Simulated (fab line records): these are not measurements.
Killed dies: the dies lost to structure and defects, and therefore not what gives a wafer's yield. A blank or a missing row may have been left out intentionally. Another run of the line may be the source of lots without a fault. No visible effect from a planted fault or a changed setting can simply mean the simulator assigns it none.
A struck lot beside a sound one	flow nand_harc	13 out of 1159 route steps
Sound: these wafers, L384.1, L384.2, L384.3. The struck wafers were L392.2, L392.3, L392.6. At the end, the cause is stated.
For every step that has rows: the tool of each side, followed by ch and its chambers, followed by its first start. Under that, the readings that differ: sound wafers	struck wafers	difference of the means	sigmas: that difference in standard deviations of wafers without a fault.
alike: same words and numbers on both sides, and readings whose means sit less than 2 such deviations apart. not compared: any withheld reading, any reading some wafer has no value for, any bound like >300 that may hide the same value, and any number with overlapping values for which the record gives no deviation.
The two part at a step that has a row with sigmas, a row that says differs or no value, or rows on one side only. Numbers that don't overlap but have no deviation are shown without sigmas and don't part them. A reading missing from all wafers of one side parts the sides only when that side holds two or more wafers.

NHARC_P_M0_INSPECT_27:
  sound on defect_inspect-02 at day 6 08:53; struck on defect_inspect-02 at day 8 01:50
  alike: raw_defect_count
NHARC_P_M0_PRE_CLEAN_31: time 12 s.
  sound on pecvd-02 ch 0,1,2, day 6 09:29; struck on pecvd-03 ch 0,1, day 8 01:55
  alike: heater_power_w
NHARC_P_M0_DEP_32: deposits SiCN, target thk 30 nm.
  sound on pecvd-02 ch 0,1,2, day 6 09:34; struck on pecvd-03 ch 0,1, day 8 01:59
  alike: heater_power_w
then, 8 steps without rows for these wafers: NHARC_P_M1_DEP_00 (deposits SiOC, target thk 182.5 nm); NHARC_P_M1_DEHYDRATE_01 (time 120 s); NHARC_P_M1_HMDS_02 (time 30 s); NHARC_P_M1_COAT_34 (time 65 s); NHARC_P_M1_COAT_03 (resist thk 90 nm); NHARC_P_M1_SOFTBAKE_04 (time 55 s); NHARC_P_M1_EBR_05; NHARC_P_M1_EXPOSE_06 (exposes mask P M1, target cd 130 nm).
NHARC_P_M1_PEB_07: peb time 65 s.
  struck on litho_track-01, day 8 03:02; sound on litho_track-01 ch 0, day 6 11:25
  no value came back on the struck wafers for chill_plate_temp_C (C), exhaust_pa (Pa), heater_power_total_W (W); on the sound wafers chill_plate_temp_C (C) reads 23.05 23.01 22.98
then, 1 step without rows for these wafers: NHARC_P_M1_DEVELOP_08 (develop time 35 s).

WHERE THEY PART
At NHARC_P_M1_PEB_07 and nowhere else, as far as this record goes.

WHY: what had been put in by the simulator
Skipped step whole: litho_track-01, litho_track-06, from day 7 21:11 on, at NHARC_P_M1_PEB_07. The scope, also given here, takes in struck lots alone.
